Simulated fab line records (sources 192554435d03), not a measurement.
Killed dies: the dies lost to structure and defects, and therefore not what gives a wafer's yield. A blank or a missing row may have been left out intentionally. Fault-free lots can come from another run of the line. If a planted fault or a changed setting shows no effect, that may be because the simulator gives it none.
Split-lot study | flow n5Finfet | route with 1938 steps; 7 lots, 21 wafers read

## THE SPLIT ITSELF
At N5_BEOL_M6_DESCUM_33 (chemistry O2, time 7 s), the setting timeS was moved away from the recipe's 7 s on 9 of the 21 wafers read, by -20.0% to +17.5%. For the rest of the wafers, this setting stayed at what the recipe calls for.

The reading is taken at the split's own step.

## THE READING
CAR-EUV_of_BEOL_M6_COAT_22.thkNm (the simulator's own value, which no gauge read), in nm, at N5_BEOL_M6_DESCUM_33 (chemistry O2, time 7 s). There is no usual value for it anywhere in the file. Average 26.3 nm, standard deviation 0.83 nm, over the 12 wafers here run with the recipe.

wafer  | tool, chamber at the split | timeS as run, s | against the recipe | CAR-EUV_of_BEOL_M6_COAT_22.thkNm, nm | against lot-mates on the recipe
L074.1 | rieDiel-02, 3              | 7               | recipe             | 25.8                                 | -
L074.4 | rieDiel-02, 3              | 5.886           | -15.9%             | 26.6                                 | +0.7
L074.5 | rieDiel-02, 0              | 7               | recipe             | 26                                   | -
L080.2 | rieDiel-03, 0,1            | 8.227           | +17.5%             | 24.4                                 | -0.6
L080.3 | rieDiel-03, 0,1            | 8.227           | +17.5%             | 24.4                                 | -0.6
L080.6 | rieDiel-03, 1              | 7               | recipe             | 25                                   | -
L088.1 | rieDiel-05, 2              | 7               | recipe             | 26.2                                 | -
L088.3 | rieDiel-05, 1,2            | 7.842           | +12.0%             | 26.4                                 | +0.2
L088.4 | rieDiel-05, 1,2            | 7.842           | +12.0%             | 26.4                                 | +0.2
L089.2 | rieDiel-03, 1,0            | 7               | recipe             | 26                                   | -
L089.5 | rieDiel-03, 1,0            | 7               | recipe             | 26                                   | -
L089.4 | rieDiel-03, 2              | 5.601           | -20.0%             | 26.8                                 | +0.8
L090.1 | rieDiel-02, 0              | 8.046           | +14.9%             | 25.6                                 | -0.6
L090.4 | rieDiel-02, 1              | 7               | recipe             | 26.2                                 | -
L090.6 | rieDiel-02, 1              | 8.046           | +14.9%             | 25.8                                 | -0.4
L091.1 | rieDiel-05, 0,3            | 7               | recipe             | 26                                   | -
L091.4 | rieDiel-05, 0,3            | 7               | recipe             | 26                                   | -
L091.2 | rieDiel-05, 2              | 7               | recipe             | 26.2                                 | -
L095.2 | rieDiel-02, 1              | 6.419           | -8.3%              | 28.2                                 | +0.2
L095.4 | rieDiel-02, 0,2            | 7               | recipe             | 28                                   | -
L095.5 | rieDiel-02, 0,2            | 7               | recipe             | 28                                   | -
Where a row lists several chambers, the file gives one row for several wafers and doesn't say which wafer went through which chamber.

THE FIT
A straight line over all 21 wafers: CAR-EUV_of_BEOL_M6_COAT_22.thkNm changes by -0.0545 nm for each +1% of timeS; r = -0.54; the points scatter about the line by 0.86 nm.
The same after taking each lot's own level away (the mean of its wafers on the recipe; 21 wafers): -0.0302 nm for each +1%; r = -0.84; scatter 0.2 nm.
Per that fit: largest timeS move, reading shift of 0.6 nm.
The span of the lots' own levels, 25.00 to 28.00 nm, comes to 3.6 times the standard deviation stated above.
So the lot-to-lot level blurs the effect unless lot-mates are compared.
Check: +0.607 nm against its lot-mates is what the line predicts for one of the wafers moved furthest among these (-20.0%) when that wafer is left out of the fit. It came out at +0.8 nm against them.

## OTHER SPLITS APPLIED TO THESE WAFERS
Before the reading, these wafers also passed through other splits. Each is held against what the fit with the lots' levels taken away leaves over:
other split on the same wafers | wafers away from the commonest value | r with CAR-EUV_of_BEOL_M6_COAT_22.thkNm (lot level and that fit taken away)
N5_BEOL_M4_EXPOSE_25 doseMj    | 2                                    | +0.10
N5_BEOL_M5_PECVD_70 tempC      | 4                                    | +0.31
N5_BEOL_M5_COAT_05 spinRpm     | 11                                   | +0.39
N5_BEOL_M5_ETCH_72 biasW       | 8                                    | +0.20
N5_BEOL_M5_COAT_22 spinRpm     | 4                                    | -0.46
N5_BEOL_M6_COAT_22 spinRpm     | 9                                    | -0.28

## FILE'S OWN FIT
CAR-EUV_of_BEOL_M6_COAT_22.thkNm changes by -0.0318 nm for each +1% of timeS, r = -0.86.
